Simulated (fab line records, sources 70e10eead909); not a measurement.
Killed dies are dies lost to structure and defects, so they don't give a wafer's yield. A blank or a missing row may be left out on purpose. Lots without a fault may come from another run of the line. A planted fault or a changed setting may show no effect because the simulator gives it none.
Which tool did it? | flow nand_harc | 13 lots, 39 wafers sampled, at 5 steps of a route of 1159

WHAT THE GAUGES READ, wafer by wafer
NHARC_END_SORT_01. Usual: killed_at_array 26, standard deviation 9.9; killed_at_other 0.8, standard deviation 1; killed_at_periphery 2.8, standard deviation 2.2; killed_dies 29, standard deviation 9.9; killed_open 3.2, standard deviation 1.8; killed_short 2.1, standard deviation 1.4.
lot  | measured     | on        | killed_at_array | killed_at_other | killed_at_periphery | killed_dies | killed_open | killed_short | flag
L983 | day 21 11:05 | prober-01 | 48 42 35        | 0 1 1           | 2 2 4               | 50 45 40    | 3 3 2       | 3 0 5        |
L991 | day 22 23:43 | prober-01 | 124 110 125     | 0 0 0           | 2 1 1               | 126 111 126 | 6 1 4       | 3 2 1        | OFF
L993 | day 23 12:40 | prober-02 | 116 106 102     | 2 2 1           | 2 3 0               | 120 111 103 | 4 2 0       | 2 1 2        | OFF

WHICH TOOL RAN EACH LOT (tool, then ch and the chambers of the sampled wafers, then the start)
lot  | NHARC_A_CONTACT_ETCH_114             | NHARC_A_BONDPAD_PVD_17                  | NHARC_HYBRID_BOND_ACTIVATE_00      | NHARC_THIN_TSV_CMP_01
L975 | har_cap_etch-01 ch 0,1, day 16 06:52 | pvd_sputter-02, day 18 04:50 or earlier | rie_diel-02 ch 0,1, day 18 04:50   | cmp-01 ch 2,3, day 18 15:58
L978 | har_cap_etch-02 ch 0,1, day 17 00:04 | pvd_sputter-02, day 18 14:37 or earlier | rie_diel-13 ch 0,1,2, day 18 14:37 | cmp-01 ch 1,3, day 19 03:33
L976 | har_cap_etch-01 ch 0,1, day 17 01:11 | pvd_sputter-02, day 18 16:41 or earlier | rie_diel-13 ch 0,1,2, day 18 16:41 | cmp-01 ch 0,2,3, day 19 06:03
L979 | har_cap_etch-02 ch 0,1, day 17 15:46 | pvd_sputter-02, day 19 10:52 or earlier | rie_diel-07 ch 0,2,3, day 19 10:52 | cmp-03 ch 0,2, day 19 23:14
L977 | har_cap_etch-03 ch 0,1, day 17 17:58 | pvd_sputter-02, day 19 15:11 or earlier | rie_diel-13 ch 1,3, day 19 15:11   | cmp-03 ch 1,3, day 20 00:24
L981 | har_cap_etch-02 ch 0,1, day 17 23:14 | pvd_sputter-02, day 19 20:41 or earlier | rie_diel-13 ch 0,2,3, day 19 20:41 | cmp-03 ch 2,3, day 20 07:35
L982 | har_cap_etch-03 ch 0,1, day 18 04:00 | pvd_sputter-03, day 19 20:59 or earlier | rie_diel-02 ch 2,3, day 19 20:59   | cmp-01 ch 0,2, day 20 08:45
L983 | har_cap_etch-01 ch 1, day 18 20:32   | pvd_sputter-01, day 20 09:31 or earlier | rie_diel-13 ch 0,1,2, day 20 09:31 | cmp-02 ch 0,1,3, day 20 18:08
L986 | har_cap_etch-01 ch 0,1, day 19 04:04 | pvd_sputter-01, day 20 20:36 or earlier | rie_diel-13 ch 0,2,3, day 20 20:36 | cmp-03 ch 0,3, day 21 08:23
L991 | har_cap_etch-03 ch 0,1, day 19 22:22 | pvd_sputter-03, day 21 16:18 or earlier | rie_diel-13 ch 0,1, day 21 16:18   | cmp-03 ch 1,2, day 22 03:27
L992 | har_cap_etch-01 ch 0,1, day 20 13:33 | pvd_sputter-02, day 22 07:34 or earlier | rie_diel-13 ch 1,2, day 22 07:34   | cmp-01 ch 1,3, day 22 20:30
L993 | har_cap_etch-03 ch 0,1, day 20 15:22 | pvd_sputter-03, day 22 13:00 or earlier | rie_diel-13 ch 1,2, day 22 13:00   | cmp-01 ch 0,1,3, day 22 21:43
L998 | har_cap_etch-02 ch 0,1, day 21 13:59 | pvd_sputter-03, day 23 03:05 or earlier | rie_diel-13 ch 0,2, day 23 03:05   | cmp-01 ch 2,3, day 23 14:24
- NHARC_A_CONTACT_ETCH_114: etches the open film in C4F8/O2/Ar, time 94 s, target depth 922 nm.
- NHARC_A_BONDPAD_PVD_17: deposits TaN, target thk 5 nm, time 8.06 s.
- NHARC_HYBRID_BOND_ACTIVATE_00: chemistry N2, time 60 s.
- NHARC_THIN_TSV_CMP_01: polishes.

WHAT THE TOOLS THEMSELVES READ (means of the sampled wafers that have a number; where no wafer has one, the mark that the record gives instead)
NHARC_A_BONDPAD_PVD_17. Usual: chamber_pressure_pa 0.11999 Pa, standard deviation 0.00024; throttle_valve_pct 29.9 %, standard deviation 1.2.
lot  | tool           | chamber_pressure_pa (Pa) | throttle_valve_pct (%) | flag
L975 | pvd_sputter-02 | 0.11997                  | 30.0                   |
L978 | pvd_sputter-02 | 0.11997                  | 29.0                   |
L976 | pvd_sputter-02 | 0.12001                  | 28.9                   |
L979 | pvd_sputter-02 | 0.11990                  | 29.6                   |
L977 | pvd_sputter-02 | 0.12011                  | 29.9                   |
L981 | pvd_sputter-02 | 0.12016                  | 29.3                   |
L982 | pvd_sputter-03 | 0.11984                  | 30.9                   |
L983 | pvd_sputter-01 | 0.11992                  | 29.6                   |
L986 | pvd_sputter-01 | 0.12010                  | 29.7                   |
L991 | pvd_sputter-03 | 0.12012                  | 30.8                   |
L992 | pvd_sputter-02 | 0.12002                  | 29.1                   |
L993 | pvd_sputter-03 | 0.11979                  | 31.0                   |
L998 | pvd_sputter-03 | 0.12001                  | 30.7                   |

NHARC_HYBRID_BOND_ACTIVATE_00. Usual: drypump_motor_current_A 5.6 A, standard deviation 0.52; oes_product_au 1.002 a.u., standard deviation 0.0081; rf_vpp_V 64.4 V, standard deviation 0.94; showerhead_plenum_p_Torr 1.83 Torr, standard deviation 0.073.
lot  | tool        | drypump_motor_current_A (A) | oes_product_au (a.u.) | rf_vpp_V (V) | showerhead_plenum_p_Torr (Torr) | flag
L975 | rie_diel-02 | 5.6                         | 1.001                 | 64.1         | 1.86                            |
L978 | rie_diel-13 | 5.8                         | 1.002                 | 64.5         | 1.88                            |
L976 | rie_diel-13 | 5.8                         | 0.999                 | 64.7         | 1.88                            |
L979 | rie_diel-07 | 5.2                         | 0.996                 | 65.0         | 1.77                            |
L977 | rie_diel-13 | 5.2                         | 1.000                 | 63.5         | 1.77                            |
L981 | rie_diel-13 | 5.7                         | 0.998                 | 64.5         | 1.82                            |
L982 | rie_diel-02 | 5.9                         | 0.996                 | 63.7         | 1.82                            |
L983 | rie_diel-13 | 5.8                         | 1.000                 | 64.9         | 1.88                            |
L986 | rie_diel-13 | 5.7                         | 0.996                 | 64.1         | 1.82                            |
L991 | rie_diel-13 | 5.4                         | 1.010                 | 64.7         | 1.88                            |
L992 | rie_diel-13 | 6.2                         | 1.008                 | 65.8         | 1.87                            |
L993 | rie_diel-13 | 5.8                         | 1.010                 | 64.1         | 1.88                            |
L998 | rie_diel-13 | 5.8                         | 1.000                 | 64.9         | 1.88                            |

NHARC_THIN_TSV_CMP_01. Usual: edge_zone_pressure_frac 1.000, standard deviation 0.0054; motor_current_A 11.9 A, standard deviation 1.
lot  | tool   | edge_zone_pressure_frac | motor_current_A (A) | flag
L975 | cmp-01 | 0.994                   | 10.8                |
L978 | cmp-01 | 0.997                   | 11.5                |
L976 | cmp-01 | 0.996                   | 11.0                |
L979 | cmp-03 | 0.997                   | 12.6                |
L977 | cmp-03 | 0.997                   | 13.0                |
L981 | cmp-03 | 1.000                   | 12.2                |
L982 | cmp-01 | 0.996                   | 10.8                |
L983 | cmp-02 | 0.996                   | 13.2                |
L986 | cmp-03 | 0.997                   | 12.2                |
L991 | cmp-03 | 0.996                   | 11.4                |
L992 | cmp-01 | 0.996                   | 11.1                |
L993 | cmp-01 | 0.997                   | 11.5                |
L998 | cmp-01 | 1.001                   | 10.4                |

THE ANSWER, worked out from the rows above alone
Rule: a lot is off if the mean of its wafers that have a number lies more than 3 standard deviations from the usual mean. A lot without any number at a reading at which 4 lots or more have one is off too. The other lots that the step has rows for count as sound. The gauges are gone through in route order, then the tools' own readings, and for those a lot's mean is taken as printed above. The first step at which some lot is off is used, and at that step the reading that is off furthest; a lot without a number counts as furthest.
Off: L991, L993, at NHARC_END_SORT_01 (killed_at_array). Neither off nor sound, because the step has no rows for them: L975, L978, L976, L979, L977, L981, L982, L986, L992, L998.
A tool fits if, at a process step before that reading, it ran every lot that is off, and no sound lot after the first of them. The gauges at NHARC_END_SORT_01 are tried like those tools. NHARC_A_BONDPAD_PVD_17 gives no start for some lots, so the hours and the order of its lots are those of NHARC_HYBRID_BOND_ACTIVATE_00. Can't be told from this: 3 tools fit, har_cap_etch-03 at NHARC_A_CONTACT_ETCH_114, pvd_sputter-03 at NHARC_A_BONDPAD_PVD_17, rie_diel-13 at NHARC_HYBRID_BOND_ACTIVATE_00.

WHAT THE SIMULATOR HAD PUT IN
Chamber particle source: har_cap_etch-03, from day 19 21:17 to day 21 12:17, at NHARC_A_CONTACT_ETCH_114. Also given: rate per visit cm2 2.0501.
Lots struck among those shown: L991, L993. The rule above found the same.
